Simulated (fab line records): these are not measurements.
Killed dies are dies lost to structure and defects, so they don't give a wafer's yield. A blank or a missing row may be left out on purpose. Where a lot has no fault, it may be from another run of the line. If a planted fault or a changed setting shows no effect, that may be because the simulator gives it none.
Matching of chambers    flow n5-finfet    4 sister chambers for N5_FIN_CUT_CUT_ETCH_15 on rie-si-03
The step etches Si in HBr/Cl2/O2, target depth 100 nm, bt time 10 s, time 42.4 s. 14 wafers are shown with their chamber, then 7 later ones without.

## WAFERS PAIRED WITH THEIR CHAMBERS
wafer   chamber  drypump-motor-current-A (A)  oes-product-au (a.u.)
L074.1  1        6.8                          1.004
L074.2  3        5.5                          0.980
L074.6  1        6.8                          1.000
L078.3  2        5.6                          1.017
L078.4  1        6.8                          1.006
L078.6  1        6.8                          1.002
L081.4  0        6.2                          1.004
L081.5  3        5.4                          0.987
L081.6  0        6.2                          1.013
L082.1  2        5.6                          1.006
L082.2  3        5.5                          0.979
L082.4  0        6.2                          1.006
L084.4  3        5.4                          0.975
L084.5  0        6.2                          1.010

SIGNATURES (means of the wafers above)
reading                  chamber 0  chamber 1  chamber 2  chamber 3  scatter within a chamber
drypump-motor-current-A  6.200      6.800      5.600      5.450      0.0316
oes-product-au           1.00825    1.00300    1.01150    0.98025    0.00452
Rule: for a wafer and a chamber, the distance is found by dividing, reading by reading, the gap between the wafer's reading and the chamber's mean by the reading's scatter, squaring, summing and taking the root. If the next closest chamber is less than 2 further off than the closest, the wafer can't be placed; otherwise it belongs to the closest. The scatter: the root of (the sum of the squares of (reading less its chamber's mean) over the shown wafers, divided by (wafers less chambers)).

## WAFERS WITH NO CHAMBER GIVEN
wafer   drypump-motor-current-A (A)  oes-product-au (a.u.)
L084.6  5.4                          0.984
L085.1  6.2                          1.000
L085.2  5.7                          1.007
L085.6  6.2                          1.007
L088.1  6.2                          1.004
L088.3  6.8                          1.001
L088.5  6.2                          1.003

## WHICH CHAMBER EACH ONE RAN IN
wafer   from the rows above  in truth
L084.6  3                    3
L085.1  0                    0
L085.2  2                    2
L085.6  0                    0
L088.1  0                    0
L088.3  1                    1
L088.5  0                    0
Correct placement for 7 of the 7. Not placeable from these rows: 0. 0 placed wrongly.
